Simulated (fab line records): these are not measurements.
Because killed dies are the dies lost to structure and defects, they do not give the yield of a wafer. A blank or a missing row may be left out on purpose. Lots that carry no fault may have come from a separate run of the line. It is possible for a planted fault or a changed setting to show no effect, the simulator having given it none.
Chamber matching | flow n5_finfet | pecvd-01 running N5_BEOL_M7_DEP_56: 3 sister chambers
The step deposits SiCN from 3MS/NH3, target thk 10 nm, time 17.5 s. 6 wafers are shown with their chamber, then 11 later ones without.

== WAFERS, EACH WITH ITS CHAMBER ==
wafer  | chamber | throttle_valve_pct (%) | showerhead_plenum_p_Torr (Torr)
L086.1 | 2       | 8.4                    | 3.662
L086.5 | 2       | 8.4                    | 3.675
L087.1 | 1       | 9.2                    | 3.645
L087.5 | 0       | 9.0                    | 3.659
L087.6 | 1       | 9.2                    | 3.641
L093.3 | 0       | 9.1                    | 3.671

== WAFERS WHOSE CHAMBER IS MISSING ==
wafer  | throttle_valve_pct (%) | showerhead_plenum_p_Torr (Torr)
L093.5 | 9.0                    | 3.649
L093.6 | 8.4                    | 3.661
L092.2 | 8.8                    | 3.648
L092.4 | 9.1                    | 3.641
L092.5 | 8.4                    | 3.673
L095.1 | 8.4                    | 3.677
L095.2 | 9.3                    | 3.641
L095.3 | 9.4                    | 3.663
L095.4 | 8.4                    | 3.670
L095.5 | 8.8                    | 3.641
L095.6 | 9.4                    | 3.668

== WHICH CHAMBER EACH WENT THROUGH ==
wafer  | from the rows above     | in truth
L093.5 | 0                       | 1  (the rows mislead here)
L093.6 | 2                       | 2
L092.2 | 0                       | 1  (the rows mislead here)
L092.4 | can't be placed: 1 or 0 | 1
L092.5 | 2                       | 2
L095.1 | 2                       | 2
L095.2 | 1                       | 1
L095.3 | 1                       | 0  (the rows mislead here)
L095.4 | 2                       | 2
L095.5 | 0                       | 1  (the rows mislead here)
L095.6 | 1                       | 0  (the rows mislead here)
Correctly placed: 5 of 11. From these rows, 1 cannot be placed; in 1 the true chamber is one of the candidates. Placed wrongly: 5.
How it was worked out, from the rows above alone: a wafer's distance from a chamber is the root of the sum, over the readings, of the square of ((its reading less the chamber's mean) divided by the reading's scatter). If the next closest chamber is less than 2 further off than the closest, the wafer can't be placed; otherwise it belongs to the closest. For every chamber, the mean is computed from those of its wafers that are shown. The scatter is the square root of a quotient: the sum, over the shown wafers, of each reading's squared deviation from its chamber's mean, divided by wafers minus chambers.
